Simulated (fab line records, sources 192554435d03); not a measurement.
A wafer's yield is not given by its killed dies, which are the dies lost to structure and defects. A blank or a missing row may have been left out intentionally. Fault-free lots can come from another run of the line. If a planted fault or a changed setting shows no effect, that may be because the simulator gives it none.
fab line records	flow n5-finfet
[record] lots = 7	wafers = 21
route steps=1938 shown FIN_CUT@169 DUMMY_GATE@224 SD_ACTIVATION@331 SDB@350 HKMG_FIN@403 GATE_CUT@510 MOL_CONTACT_COAG@562 BEOL_M0_SAQP@632
start-h: hours from the record's first day to the start of the lot's first wafer shown	wait-h: time in hours since the lot's previous step	" the same as in the row above	L1.1+2: several wafers, shown together as one row	- no value present, or no start provided	* or withheld: withheld	< > ~ a bound
route shown NAME@n: a module of which the file shows steps, and the number in the route of the first	usual: mean and standard deviation over wafers with no fault	same: alike in all rows	chamber/n: place in a boat	sites: readings site by site	_std_site: the standard deviation of these	_edge_site: inner sites' mean taken away from outer sites' mean	radius-mm: for every site, how far away it sits from the centre of the wafer	mask NAME#n: copy n	behind: tool/chamber where the wafer was last shaped	hold: reason for holding the lot/hours on hold/outcome of the hold	device: the n, p or np transistor that did not switch	end of line: tests of these same wafers at the route's end	a step without rows: its recipe alone	killed: the dies lost at the first sort to structure and to defects; this is not the yield of the wafer	map: a wafer's dies, x killed, . not, _ none there
set.NAME: setting as actually run; set.NAME@STEP: the setting as run at that earlier step	model.NAME: the simulator's own value behind a step, which no gauge read
lots with deliberately changed settings; one table per step, one row per wafer
[[steps]]
[step N5_FIN_CUT_ETCH_21]
[recipe] chemistry = N2/H2	target = SOC	target-depth-a = 2190	overetch-a = 438	mask-material = SiARC	temp-c = 40	ion-energy-ev = 100	bias-w = 61	time-s = 523.5	pressure-mtorr = 30	source-w = 850	n2-flow-sccm = 200	h2-flow-sccm = 200
[usual] rf-vpp-V = 240.5/1.5
lot.wafer	tool	chamber	start-h	wait-h	set.bias-w	rf-vpp-V
L077.3	rie-diel-02	3	44.31	0.0	61	242.1
L077.4	"	0	"	"	57.85	232.1
L077.5	"	1	"	"	57.85	233.1
L079.3	rie-diel-06	2	56.43	0.0	61	242.7
L079.4	"	1	"	"	61	240.4
L079.6	"	2	"	"	61	241.2
L080.2	rie-diel-06	3	62.55	0.0	61	240.0
L080.3	"	2	"	"	61	241.7
L080.6	"	2	"	"	61	242.7
L083.2	rie-diel-02	0	82.82	0.0	50.39	212.8
L083.3	"	2	"	"	61	239.8
L083.6	"	3	"	"	50.39	214.3
L087.3	rie-diel-03	3	107.31	0.0	61	241.0
L087.4	"	1	"	"	61	239.8
L087.5	"	1	"	"	55.82	229.0
L090.2	rie-diel-02	2	123.65	0.0	61	237.8
L090.4	"	1	"	"	55.59	228.1
L090.6	"	0	"	"	55.59	225.1
L094.2	rie-diel-06	1	148.10	0.0	61	239.4
L094.4	"	2	"	"	61	241.5
L094.6	"	0	"	"	61	242.4
[step N5_DUMMY_GATE_COAT_28]
[recipe] resist = underlayer	temp-c = 205	time-s = 60	spin-rpm = 1500	resist-thk-nm = 10
lot.wafer	tool	chamber	start-h	wait-h	set.spin-rpm	model.underlayer_of_DUMMY_GATE_COAT_28.thk-nm
L077.3+4+5	litho-track-04	0	-	-	1500	10
L079.3+4+6	litho-track-04	0	-	-	1500	10
L080.2+6	litho-track-04	0	-	-	1500	10
L080.3	"	0	"	"	1550	9.8
L083.2+3+6	litho-track-02	0	-	-	1500	10
L087.3+5	litho-track-02	0	-	-	1619	9.6
L087.4	"	0	"	"	1500	10
L090.2+6	litho-track-04	0	-	-	1500	10
L090.4	"	0	"	"	1400	10.2
L094.2+4	litho-track-01	0	-	-	1598	9.8
L094.6	"	0	"	"	1500	10
[step N5_SD_ACTIVATION_LSA_01]
[recipe] temp-c = 1080	time-s = 0.0008	ambient = N2
[usual] wafer_temp_C_max = 1084.6/0.85
lot.wafer	tool	chamber	start-h	wait-h	set.temp-c	wafer_temp_C_max
L077.3	laser-anneal-02	0	74.39	0.2	1080	1085.0
L077.4	"	0	"	"	1080	1084.6
L077.5	"	0	"	"	1080	1083.8
L079.3	laser-anneal-02	0	87.04	0.2	1080	1084.8
L079.4	"	0	"	"	1080	1084.5
L079.6	"	0	"	"	1080	1085.5
L080.2	laser-anneal-01	0	98.02	0.3	1080	1084.5
L080.3	"	0	"	"	1080	1084.8
L080.6	"	0	"	"	1080	1086.3
L083.2	laser-anneal-02	0	116.36	0.2	1094	1097.7
L083.3	"	0	"	"	1080	1084.5
L083.6	"	0	"	"	1080	1083.0
L087.3	laser-anneal-02	0	138.22	0.2	1080	1085.2
L087.4	"	0	"	"	1052	1056.2
L087.5	"	0	"	"	1052	1056.2
L090.2	laser-anneal-02	0	154.58	0.2	1080	1082.4
L090.4	"	0	"	"	1080	1086.1
L090.6	"	0	"	"	1104	1106.8
L094.2	laser-anneal-02	0	181.33	0.2	1080	1083.9
L094.4	"	0	"	"	1080	1084.7
L094.6	"	0	"	"	1113	1117.3
[step N5_SD_ACTIVATION_RS_MEAS_03]
[recipe] thk-meas-gauge = four-point-probe
[usual] RS_SD_N = 21.82/0.27	RS_SD_P = 56.0/0.78
lot.wafer	tool	chamber	start-h	wait-h	set.temp-c@SD_ACTIVATION_LSA_01	RS_SD_N[ohm/sq]	RS_SD_P[ohm/sq]
L077.3	film-metro-02	-	74.57	0.2	1080	22.38	56.7
L077.4	"	-	"	"	1080	22.47	55.9
L077.5	"	-	"	"	1080	22.24	56.2
L079.3	film-metro-01	-	87.22	0.2	1080	21.73	56.7
L079.4	"	-	"	"	1080	21.48	56.2
L079.6	"	-	"	"	1080	21.50	56.6
L080.2	film-metro-01	-	98.22	0.2	1080	21.90	55.6
L080.3	"	-	"	"	1080	21.81	56.0
L080.6	"	-	"	"	1080	22.17	55.2
L083.2	film-metro-02	-	116.56	0.2	1094	20.39	56.1
L083.3	"	-	"	"	1080	22.22	55.9
L083.6	"	-	"	"	1080	21.85	56.4
L087.3	film-metro-02	-	138.41	0.2	1080	22.29	54.8
L087.4	"	-	"	"	1052	25.15	55.0
L087.5	"	-	"	"	1052	25.08	53.8
L090.2	film-metro-02	-	154.79	0.2	1080	21.73	56.3
L090.4	"	-	"	"	1080	21.82	57.4
L090.6	"	-	"	"	1104	19.26	55.9
L094.2	film-metro-02	-	181.52	0.2	1080	21.81	58.3
L094.4	"	-	"	"	1080	21.53	56.1
L094.6	"	-	"	"	1113	18.36	57.6
[step N5_SDB_COAT_05]
[recipe] resist = CAR-ArF	spin-rpm = 1500	resist-thk-nm = 90
lot.wafer	tool	chamber	start-h	wait-h	set.spin-rpm	model.CAR-ArF_of_SDB_COAT_05.thk-nm
L077.3+4	litho-track-02	0	-	-	1500	90.2
L077.5	"	0	"	"	1666	85.6
L079.3+4+6	litho-track-01	0	-	-	1500	90.2
L080.2+3	litho-track-02	0	-	-	1500	90
L080.6	"	0	"	"	1500	90.2
L083.2	litho-track-01	0	-	-	1418	92.4
L083.3	"	0	"	"	1500	89.6
L083.6	"	0	"	"	1418	92.2
L087.3+4	litho-track-01	0	-	-	1500	90.2
L087.5	"	0	"	"	1558	88.6
L090.2+6	litho-track-01	0	-	-	1617	87
L090.4	"	0	"	"	1500	90.2
L094.2+6	litho-track-05	0	-	-	1500	89.8
L094.4	"	0	"	"	1367	93.8
[step N5_SDB_EBR_07]
[recipe] solvent = PGMEA	ebr-width-mm = 1.5
[step N5_SDB_SOFTBAKE_06]
[recipe] temp-c = 110	time-s = 60	resist = CAR-ArF
[step N5_SDB_DESCUM_16]
[recipe] chemistry = O2	time-s = 7.9	source-power-w = 50	bias-power-w = 20	pressure-mtorr = 20	rf-frequency-hz = 2.712e+07	temp-c = 40	resist = CAR-ArF	o2-flow-sccm = 225
lot.wafer	tool	chamber	start-h	wait-h	set.spin-rpm@SDB_COAT_05	model.CAR-ArF_of_SDB_COAT_05.thk-nm
L077.3	rie-diel-01	2	81.93	0.0	1500	83.6
L077.4	"	3	"	"	1500	83.8
L077.5	"	3	"	"	1666	79
L079.3+4	rie-diel-01	2,3	96.38	0.0	1500	83.8
L079.6	"	0	"	"	1500	83.6
L080.2+3	rie-diel-04	0,1	105.60	0.1	1500	83.4
L080.6	"	3	"	"	1500	83.6
L083.2	rie-diel-05	3	123.70	0.0	1418	85.8
L083.3	"	2	"	"	1500	83
L083.6	"	0	"	"	1418	85.6
L087.3	rie-diel-01	1	146.15	0.6	1500	83.8
L087.4	"	0	"	"	1500	83.6
L087.5	"	2	"	"	1558	82
L090.2	rie-diel-05	2	162.50	0.4	1617	80.4
L090.4	"	0	"	"	1500	83.6
L090.6	"	2	"	"	1617	80.6
L094.2+6	rie-diel-01	1,0	188.68	0.0	1500	83.2
L094.4	"	3	"	"	1367	87.4
[step N5_HKMG_FIN_ETCH_55]
[recipe] chemistry = N2/H2	target = SOC	target-depth-a = 2400	temp-c = 40	time-s = 300	ion-energy-ev = 200	mask-material = SiARC	pressure-mtorr = 30	source-w = 840	bias-w = 150	n2-flow-sccm = 200	h2-flow-sccm = 200
[usual] rf-vpp-V = 525.1/2.4
lot.wafer	tool	chamber	start-h	wait-h	set.bias-w	rf-vpp-V
L077.3	rie-diel-01	0	87.41	0.0	137.5	500.3
L077.4	"	1	"	"	150	523.3
L077.5	"	1	"	"	150	524.9
L079.3	rie-diel-04	0	103.68	0.0	150	523.1
L079.4	"	2	"	"	150	525.5
L079.6	"	0	"	"	150	522.4
L080.2	rie-diel-05	0	111.10	0.0	150	529.6
L080.3	"	1	"	"	150	521.6
L080.6	"	2	"	"	150	526.6
L083.2	rie-diel-04	3	129.42	0.0	150	525.7
L083.3	"	0	"	"	137.2	493.7
L083.6	"	2	"	"	150	526.0
L087.3	rie-diel-01	2	152.17	0.0	150	524.0
L087.4	"	0	"	"	150	528.4
L087.5	"	1	"	"	150	523.0
L090.2	rie-diel-04	3	168.53	0.0	150	525.3
L090.4	"	0	"	"	169.5	563.4
L090.6	"	1	"	"	169.5	567.7
L094.2	rie-diel-01	0	194.61	0.0	150	526.5
L094.4	"	3	"	"	150	523.7
L094.6	"	0	"	"	150	528.4
[step N5_GATE_CUT_ALD_22]
[recipe] material = SiNx	target-thk-a = 160	temp-c = 400	ald-precursor-family = SiH2I2	ald-co-reactant = N2/H2-plasma	pulse-time-s = 1	ald-cycles = 320	purge-time-s = 2	co-reactant-purge-time-s = 2	pressure-torr = 2
lot.wafer	tool	chamber	start-h	wait-h	set.ald-cycles	model.SiNx_of_GATE_CUT_ALD_22.thk-nm
L077.3+4	ald-sin-03	0,2	102.25	0.0	320	16
L077.5	"	2	"	"	320	16.2
L079.3+4	ald-sin-02	3,2	116.96	0.0	320	16
L079.6	"	0	"	"	320	16.2
L080.2	ald-sin-03	0	125.39	0.4	276	13.6
L080.3	"	2	"	"	276	14
L080.6	"	0	"	"	320	16
L083.2+3+6	ald-sin-04	0,3,3	141.95	0.0	320	16
L087.3+4+5	ald-sin-04	3,1,0	165.03	0.1	320	16
L090.2+4	ald-sin-02	1,0	183.45	1.0	320	16
L090.6	"	3	"	"	338	16.8
L094.2	ald-sin-04	3	207.98	0.0	320	16.2
L094.4+6	"	1,2	"	"	320	16
[step N5_MOL_CONTACT_COAG_ALD_123]
[recipe] material = SiNx	target-thk-a = 50	temp-c = 400	ald-precursor-family = SiH2I2	ald-co-reactant = N2/H2-plasma	pulse-time-s = 1	purge-time-s = 2	co-reactant-purge-time-s = 2	ald-cycles = 100	pressure-torr = 2
lot.wafer	tool	chamber	start-h	wait-h	set.ald-cycles	model.SiNx_of_MOL_CONTACT_COAG_ALD_123.thk-nm
L077.3+4	ald-sin-04	1,0	114.60	0.7	116	5.8
L077.5	"	2	"	"	100	5
L079.3+4+6	ald-sin-01	3,0,1	131.77	0.0	100	5
L080.2+3+6	ald-sin-01	0,3,3	138.14	0.0	100	5
L083.2+3	ald-sin-04	2,1	154.39	0.0	100	5
L083.6	"	0	"	"	106	5.4
L087.3+4+5	ald-sin-04	0,1,2	178.14	1.1	100	5
L090.2+4+6	ald-sin-01	1,2,1	195.33	0.2	100	5
L094.2+4	ald-sin-01	3,1	223.18	0.0	112	5.6
L094.6	"	2	"	"	100	5
[step N5_MOL_CONTACT_COAG_PECVD_31]
[recipe] material = SiO2	target-thk-a = 460	temp-c = 400	precursor = TEOS/O2	pressure-torr = 6.5	rf-w = withheld	teos-flow-sccm = withheld	gas = O2	flow-sccm = 2650	time-s = 8.9
lot.wafer	tool	chamber	start-h	wait-h	set.temp-c	model.SiO2_of_MOL_CONTACT_COAG_PECVD_31.thk-nm
L077.3	pecvd-02	0	115.10	0.3	400	46.4
L077.4	"	1	"	"	412.3	42.8
L077.5	"	2	"	"	412.3	41.8
L079.3	pecvd-04	1	132.28	0.3	400	46.4
L079.4+6	"	1,0	"	"	400	46.8
L080.2	pecvd-04	2	138.64	0.3	385	48.8
L080.3	"	1	"	"	385	49
L080.6	"	1	"	"	400	46.2
L083.2	pecvd-04	0	154.90	0.3	385.5	49.6
L083.3	"	1	"	"	400	45.2
L083.6	"	2	"	"	400	46
L087.3	pecvd-04	1	178.66	0.3	382.3	50.4
L087.4	"	0	"	"	400	46.2
L087.5	"	0	"	"	382.3	51.2
L090.2+4	pecvd-04	0,1	195.83	0.3	400	46.4
L090.6	"	2	"	"	400	46.8
L094.2	pecvd-02	1	223.69	0.3	391.2	48.4
L094.4	"	1	"	"	400	45.6
L094.6	"	0	"	"	400	46.2
[step N5_MOL_CONTACT_COAG_COAT_75]
[recipe] resist = SOC	temp-c = 250	time-s = 60	spin-rpm = 1500	resist-thk-nm = 60
[step N5_MOL_CONTACT_COAG_COAT_76]
[recipe] resist = SiARC	temp-c = 220	time-s = 60	spin-rpm = 1500	resist-thk-nm = 10
[step N5_MOL_CONTACT_COAG_ETCHBACK_135]
[recipe] chemistry = CHF3	target = SiO2	target-depth-a = 250	time-s = 16.7	ion-energy-ev = 200	pressure-mtorr = 30	source-w = 610	bias-w = 170	Ar_flow_sccm = 200	CHF3_flow_sccm = 50
[step N5_MOL_CONTACT_COAG_STRIP_118]
[recipe] chemistry = CHF3	resist = SiARC	rf-frequency-hz = 6e+07
[step N5_MOL_CONTACT_COAG_VIA_ETCH_46]
[recipe] chemistry = C4F6/O2	target-depth-a = 460	overetch-a = 92	mask-material = SOC	target = SiO2	bias-w = 455	pressure-mtorr = 10	time-s = 40	source-w = 325	Ar_flow_sccm = 300	C4F6_flow_sccm = 10	O2_flow_sccm = 10	ion-energy-ev = 575.3	ends = end-point
lot.wafer	tool	chamber	start-h	wait-h	set.temp-c@MOL_CONTACT_COAG_PECVD_31	model.etch.depth-nm
L077.3	rie-diel-05	0	116.91	0.0	400	46.36
L077.4	"	2	"	"	412.3	42.87
L077.5	"	0	"	"	412.3	41.9
L079.3	rie-diel-05	3	133.29	0.0	400	46.41
L079.4	"	0	"	"	400	46.86
L079.6	"	2	"	"	400	46.78
L080.2	rie-diel-05	1	140.42	0.0	385	48.82
L080.3	"	0	"	"	385	49.08
L080.6	"	2	"	"	400	46.25
L083.2	rie-diel-01	1	155.83	0.0	385.5	49.51
L083.3	"	3	"	"	400	45.3
L083.6	"	3	"	"	400	45.97
L087.3	rie-diel-01	2	179.85	0.0	382.3	50.49
L087.4	"	3	"	"	400	46.17
L087.5	"	2	"	"	382.3	51.21
L090.2	rie-diel-04	0	196.80	0.0	400	46.43
L090.4	"	1	"	"	400	46.44
L090.6	"	1	"	"	400	46.85
L094.2	rie-diel-05	0	225.18	0.0	391.2	48.32
L094.4	"	3	"	"	400	45.56
L094.6	"	0	"	"	400	46.24
[step N5_MOL_CONTACT_COAG_STRIP_96]
[recipe] chemistry = N2/H2	power-w = 500	temp-c = 40	pressure-mtorr = 50	rf-frequency-hz = 6e+07	overash-fraction = 0.3	bias-power-w = 28	h2-frac = 0.5	n2-flow-sccm = 300	h2-flow-sccm = 300
[step N5_MOL_CONTACT_COAG_ETCH_47]
[recipe] chemistry = CH3F/O2	target = SiNx	target-depth-a = 270	mask-material = SiO2	stop-on = W	over-etch-frac = 0.2	ion-energy-ev = 120	endpoint = OES-CN	pressure-mtorr = 30	source-w = 395	bias-w = 73	Ar_flow_sccm = 150	CH3F_flow_sccm = 30	O2_flow_sccm = 20	ends = end-point
[step N5_MOL_CONTACT_COAG_STRIP_120]
[recipe] chemistry = CHF3	resist = SiARC	rf-frequency-hz = 6e+07
[step N5_MOL_CONTACT_COAG_VIA_ETCH_117]
[recipe] chemistry = C4F6/O2	target-depth-a = 400	overetch-a = 80	mask-material = SOC	target = SiO2	bias-w = 455	pressure-mtorr = 10	time-s = 26	source-w = 325	Ar_flow_sccm = 300	C4F6_flow_sccm = 10	O2_flow_sccm = 10	ion-energy-ev = 575.3	ends = end-point
[step N5_MOL_CONTACT_COAG_ETCH_124]
[recipe] chemistry = CH3F/O2	target = SiNx	target-depth-a = 65	mask-material = SOC	stop-on = SiOC	over-etch-frac = 0.3	ion-energy-ev = 120	pressure-mtorr = 30	source-w = 395	bias-w = 73	Ar_flow_sccm = 150	CH3F_flow_sccm = 30	O2_flow_sccm = 20	ends = end-point
lot.wafer	tool	chamber	start-h	wait-h	set.ald-cycles@MOL_CONTACT_COAG_ALD_123	model.etch.depth-nm
L077.3	rie-diel-05	1	118.31	0.0	116	5.765
L077.4	"	0	"	"	116	5.803
L077.5	"	2	"	"	100	4.957
L079.3	rie-diel-01	2	134.88	0.0	100	4.996
L079.4	"	0	"	"	100	5.014
L079.6	"	1	"	"	100	5.015
L080.2	rie-diel-01	2	141.85	0.0	100	4.983
L080.3	"	0	"	"	100	4.966
L080.6	"	1	"	"	100	4.993
L083.2	rie-diel-01	1	157.47	0.0	100	5.038
L083.3	"	3	"	"	100	4.992
L083.6	"	0	"	"	106	5.323
L087.3	rie-diel-01	0	181.81	0.0	100	5.018
L087.4	"	3	"	"	100	4.948
L087.5	"	1	"	"	100	4.991
L090.2	rie-diel-05	2	198.63	0.0	100	5.049
L090.4	"	3	"	"	100	4.995
L090.6	"	0	"	"	100	5.042
L094.2	rie-diel-04	2	226.59	0.0	112	5.612
L094.4	"	3	"	"	112	5.595
L094.6	"	2	"	"	100	4.949
[step N5_BEOL_M0_SAQP_PECVD_00]
[recipe] material = SiCN	target-thk-a = 80	temp-c = withheld	precursor = 3MS/NH3	pressure-torr = 3	rf-w = 202	time-s = 14
lot.wafer	tool	chamber	start-h	wait-h	set.time-s	model.SiCN_of_BEOL_M0_SAQP_PECVD_00.thk-nm
L077.3	pecvd-01	2	136.47	0.1	15.98	9.2
L077.4+5	"	1,2	"	"	14	8
L079.3+4	pecvd-01	1	139.45	0.1	14	7.8
L079.6	"	0	"	"	14	8
L080.2	pecvd-04	1	146.37	0.2	15.38	8.6
L080.3+6	"	0,1	"	"	14	8
L083.2+3+6	pecvd-03	0	161.93	0.2	14	8.2
L087.3	pecvd-04	1	186.35	0.1	14	7.8
L087.4+5	"	2,1	"	"	14	8
L090.2	pecvd-04	1	203.10	0.2	14	7.8
L090.4	"	1	"	"	15.31	8.6
L090.6	"	1	"	"	14	8
L094.2	pecvd-04	0	231.15	0.2	14.8	8.4
L094.4+6	"	1,0	"	"	14.8	8.6
[step N5_BEOL_M0_SAQP_PECVD_04]
[recipe] material = a-Si	target-thk-a = 600	temp-c = 350	precursor = SiH4/He	pressure-torr = 3	rf-w = 100	time-s = 60.2
lot.wafer	tool	chamber	start-h	wait-h	set.time-s	model.a-Si_of_BEOL_M0_SAQP_PECVD_04.thk-nm
L077.3	pecvd-01	2	139.25	0.0	60.2	61.6
L077.4	"	1	"	"	60.2	59
L077.5	"	0	"	"	66.19	66.6
L079.3	pecvd-04	1	139.96	0.0	60.2	58.8
L079.4	"	0	"	"	60.2	61
L079.6	"	2	"	"	60.2	60.4
L080.2	pecvd-01	0	147.66	0.0	60.2	60
L080.3	"	2	"	"	60.2	61
L080.6	"	2	"	"	60.2	63
L083.2	pecvd-01	2	163.53	0.0	66.87	68.2
L083.3	"	1	"	"	60.2	58.6
L083.6	"	2	"	"	60.2	61.6
L087.3	pecvd-03	1	186.80	0.0	66.83	66.2
L087.4	"	0	"	"	60.2	59.8
L087.5	"	2	"	"	60.2	60.2
L090.2	pecvd-03	1	204.18	0.0	60.2	60.6
L090.4	"	1	"	"	66.17	66.8
L090.6	"	0	"	"	60.2	60.4
L094.2	pecvd-01	1	231.83	0.0	66.18	64.6
L094.4	"	0	"	"	60.2	59.2
L094.6	"	2	"	"	66.18	67
[step N5_BEOL_M0_SAQP_THK_MEAS_05]
[usual] thk-nm = 60.1/1
lot.wafer	tool	chamber	start-h	wait-h	set.time-s@BEOL_M0_SAQP_PECVD_04	thk-nm
L077.3	film-metro-01	-	139.34	0.1	60.2	61.6
L077.4	"	-	"	"	60.2	59.0
L077.5	"	-	"	"	66.19	66.6
L079.3	film-metro-01	-	140.06	0.1	60.2	58.8
L079.4	"	-	"	"	60.2	61.0
L079.6	"	-	"	"	60.2	60.4
L080.2	film-metro-01	-	147.75	0.1	60.2	60.1
L080.3	"	-	"	"	60.2	61.1
L080.6	"	-	"	"	60.2	62.9
L083.2	film-metro-02	-	163.63	0.1	66.87	68.1
L083.3	"	-	"	"	60.2	58.6
L083.6	"	-	"	"	60.2	61.5
L087.3	film-metro-02	-	186.90	0.1	66.83	66.2
L087.4	"	-	"	"	60.2	59.9
L087.5	"	-	"	"	60.2	60.1
L090.2	film-metro-02	-	204.31	0.1	60.2	60.6
L090.4	"	-	"	"	66.17	66.9
L090.6	"	-	"	"	60.2	60.4
L094.2	film-metro-01	-	231.92	0.1	66.18	64.6
L094.4	"	-	"	"	60.2	59.1
L094.6	"	-	"	"	66.18	67.0
[[key]]
[split] step = N5_FIN_CUT_ETCH_21	setting = bias-w	stated = 61	by = wafer
[response] step = N5_FIN_CUT_ETCH_21	reading = rf-vpp-V	change = +1.46	per = 1%	r = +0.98
[split] step = N5_DUMMY_GATE_COAT_28	setting = spin-rpm	stated = 1500	by = wafer
[response] step = N5_DUMMY_GATE_COAT_28	reading = model.underlayer_of_DUMMY_GATE_COAT_28.thk-nm	change = -0.0402	per = 1%	r = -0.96
[split] step = N5_SD_ACTIVATION_LSA_01	setting = temp-c	stated = 1080	by = wafer
[response] step = N5_SD_ACTIVATION_LSA_01	reading = wafer_temp_C_max	change = *	per = 1%	r = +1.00
[response] step = N5_SD_ACTIVATION_RS_MEAS_03	reading = RS_SD_N	change = -1.11	per = 1%	r = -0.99
[split] step = N5_SDB_COAT_05	setting = spin-rpm	stated = 1500	by = wafer
[response] step = N5_SDB_COAT_05	reading = model.CAR-ArF_of_SDB_COAT_05.thk-nm	change = -0.431	per = 1%	r = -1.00
[response] step = N5_SDB_DESCUM_16	reading = model.CAR-ArF_of_SDB_COAT_05.thk-nm	change = -0.439	per = 1%	r = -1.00
[split] step = N5_HKMG_FIN_ETCH_55	setting = bias-w	stated = 150	by = wafer
[response] step = N5_HKMG_FIN_ETCH_55	reading = rf-vpp-V	change = +3.2	per = 1%	r = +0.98
[split] step = N5_GATE_CUT_ALD_22	setting = ald-cycles	stated = 320	by = wafer
[response] step = N5_GATE_CUT_ALD_22	reading = model.SiNx_of_GATE_CUT_ALD_22.thk-nm	change = +0.157	per = 1%	r = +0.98
[split] step = N5_MOL_CONTACT_COAG_ALD_123	setting = ald-cycles	stated = 100	by = wafer
[response] step = N5_MOL_CONTACT_COAG_ALD_123	reading = model.SiNx_of_MOL_CONTACT_COAG_ALD_123.thk-nm	change = +0.0514	per = 1%	r = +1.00
[response] step = N5_MOL_CONTACT_COAG_ETCH_124	reading = model.etch.depth-nm	change = +0.0526	per = 1%	r = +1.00
[split] step = N5_MOL_CONTACT_COAG_PECVD_31	setting = temp-c	stated = 400	by = wafer
[response] step = N5_MOL_CONTACT_COAG_PECVD_31	reading = model.SiO2_of_MOL_CONTACT_COAG_PECVD_31.thk-nm	change = -1.03	per = 1%	r = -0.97
[response] step = N5_MOL_CONTACT_COAG_VIA_ETCH_46	reading = model.etch.depth-nm	change = -1.02	per = 1%	r = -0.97
[split] step = N5_BEOL_M0_SAQP_PECVD_00	setting = time-s	stated = 14	by = wafer
[response] step = N5_BEOL_M0_SAQP_PECVD_00	reading = model.SiCN_of_BEOL_M0_SAQP_PECVD_00.thk-nm	change = +0.0765	per = 1%	r = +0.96
[split] step = N5_BEOL_M0_SAQP_PECVD_04	setting = time-s	stated = 60.2	by = wafer
[response] step = N5_BEOL_M0_SAQP_PECVD_04	reading = model.a-Si_of_BEOL_M0_SAQP_PECVD_04.thk-nm	change = +0.646	per = 1%	r = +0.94
[response] step = N5_BEOL_M0_SAQP_THK_MEAS_05	reading = thk-nm	change = *	per = 1%	r = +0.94
